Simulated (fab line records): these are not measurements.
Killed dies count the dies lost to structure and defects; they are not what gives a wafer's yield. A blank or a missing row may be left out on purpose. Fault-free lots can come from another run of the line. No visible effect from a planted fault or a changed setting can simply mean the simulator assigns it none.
Chamber matching    flow n5Finfet    N5_STI_FIN_REVEAL_STRIP_24 on rieDiel-01 has 4 sister chambers
The step strips in N2/H2, time 90 s. 4 wafers are shown with their chamber, then 9 later ones without.

== WAFERS PAIRED WITH THEIR CHAMBERS ==
wafer   chamber  showerheadPlenumPTorr (Torr)
L089.1  1        3.58
L090.1  3        3.53
L090.2  0        3.24
L090.3  2        3.47

== WAFERS MISSING THEIR CHAMBER ==
wafer   showerheadPlenumPTorr (Torr)
L093.1  3.23
L093.4  3.57
L093.6  3.53
L094.1  3.47
L094.2  3.53
L094.3  3.57
L096.1  3.23
L096.3  3.57
L096.4  3.47

== WHICH CHAMBER EACH ONE RAN IN ==
wafer   from the rows above  in truth
L093.1  0                    0
L093.4  1                    1
L093.6  3                    3
L094.1  2                    2
L094.2  3                    3
L094.3  1                    1
L096.1  0                    0
L096.3  1                    1
L096.4  2                    2
Correctly placed: 9 of 9. Number that these rows cannot place: 0. Placed wrongly: 0.
How it was worked out, from the rows above alone: a wafer's distance from a chamber is the root of the sum, over the readings, of the square of ((its reading less the chamber's mean) divided by the reading's scatter). If the next closest chamber is less than 2 further off than the closest, the wafer can't be placed; otherwise it belongs to the closest. For every chamber, the mean is computed from those of its wafers that are shown. The scatter (one wafer shown for each chamber): square how far every hidden wafer sits from the nearest shown wafer, average those squares and take the square root.
